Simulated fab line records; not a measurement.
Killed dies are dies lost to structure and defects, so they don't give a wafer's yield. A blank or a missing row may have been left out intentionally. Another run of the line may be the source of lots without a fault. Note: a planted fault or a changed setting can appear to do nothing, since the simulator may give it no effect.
Struck lot and sound lot, side by side || flow n5-finfet || 15 steps out of a route of 1938
Sound: the wafers L768.1, L768.4, L768.5. Wafers L781.1, L781.3, L781.6 were the ones struck. The cause comes at the end.
Each step with rows lists, per side, the tool, then ch with its chambers, then its first start. Under that, the readings that differ: sound wafers || struck wafers || difference of the means || sigmas: that difference in standard deviations of wafers without a fault.
alike: same words and numbers on both sides, and readings whose means sit less than 2 such deviations apart. not compared: any withheld reading, any reading some wafer has no value for, any bound like >300 that may hide the same value, and any number with overlapping values for which the record gives no deviation.
The two part at a step that has a row with sigmas, a row that says differs or no value, or rows on one side only. Numbers that have no deviation but don't overlap get no sigmas and don't part them. Lack of a reading on every wafer of one side parts them only where that side has two or more wafers.

N5_BEOL_M9_OCD_MEAS_38:
  sound on ocd-01 at day 9 17:23; struck on ocd-02 at day 12 17:02
  alike: trench-depth-nm
then, 4 steps without rows for these wafers: N5_BEOL_M9_HM_STRIP_39 (strips TiN in peroxide tin strip, target depth 25 nm, time 158 s); N5_BEOL_M9_SRD_40 (time 30 s); N5_BEOL_M9_PRECLEAN_42 (cleans in residue remover, time 60 s); N5_BEOL_M9_SRD_43 (time 30 s).
N5_BEOL_M9_CD_MEAS_35: target cd 70 nm, target cd y 40 nm.
  sound on cd-sem-01 at day 9 17:33; struck on cd-sem-02 at day 12 17:11
  alike: cd-nm
N5_BEOL_M9_CURE_72: cures SiCOH lowk, time 120 s.
  sound on uv-cure-01 ch 2, day 9 17:58; struck on uv-cure-02 ch 1, day 12 17:13
  alike: lamp-power-pct, wafer_temp_C_max
N5_BEOL_M9_DEGAS_44: time 60 s.
  sound on pvd-sputter-02 at day 9 19:07; struck on pvd-sputter-02 at day 12 17:34
  alike: heater-power-w
N5_BEOL_M9_PRE_CLEAN_45: time 30 s.
  sound on pvd-sputter-02 at day 9 19:09; struck on pvd-sputter-02 at day 12 17:37
  alike: heater-power-w
N5_BEOL_M9_ALD_74: deposits TaN, target thk 2 nm, pulse time 2 s, purge time 3 s.
  sound on ald-metal-02 ch 0,2,3, day 9 19:13; struck on ald-metal-02 ch 1,3, day 12 17:44
  alike: heater-power-w
N5_BEOL_M9_SURFACE_TREAT_79:
  sound on pvd-sputter-03 at day 9 19:59; struck on pvd-sputter-02 at day 12 18:04
  not compared: throttle-valve-pct
then, 1 step without rows for these wafers: N5_BEOL_M9_CVD_78 (deposits Co from CCTBA/H2, target thk 2 nm, time 138.9 s).
N5_BEOL_M9_SPUTTER_48: material Cu, target thk 12 nm, time 2 s.
  sound on pvd-sputter-03 at day 9 20:26; struck on pvd-sputter-02 at day 12 18:18
{"reading": "cathode-dc-power-W (W)", "sound": "25998 26003 26001", "struck": "20577 20587 20580", "difference": -5419, "sigmas": "-99 or more"}
  alike: throttle-valve-pct
then, 1 step without rows for these wafers: N5_BEOL_M9_ECD_50 (material Cu, target thk 318 nm).
-- the record jumps here: 2 days lie between the struck wafers' starts before and after (it left off in module BEOL_M9 and takes up again in module PASSIVATION, whose first step shown is number 1936 of the route) --
N5_PASSIVATION_PROBE_49:
  sound on prober-02 at day 12 00:19; struck on prober-01 at day 15 01:49
{"reading": "killed_at_M4_up", "sound": "9 9 4", "struck": "16 22 20", "difference": "+12", "sigmas": "+2"}
  alike: defect-limited-yield, killed_at_M0_to_M3, killed-at-contacts, killed-at-front-end, killed-at-other, killed-dies, killed-open, killed-short, sort_bin_5_function, sort_bin_6_memory, sort-n-pass, sort-yield-pct

WHERE THEY PART
Earliest at N5_BEOL_M9_SPUTTER_48; latest, in this record, at N5_PASSIVATION_PROBE_49.

WHY: the cause the simulator had injected
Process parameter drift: pvd-sputter-02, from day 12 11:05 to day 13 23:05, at N5_BEOL_M9_SPUTTER_48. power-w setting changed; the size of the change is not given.
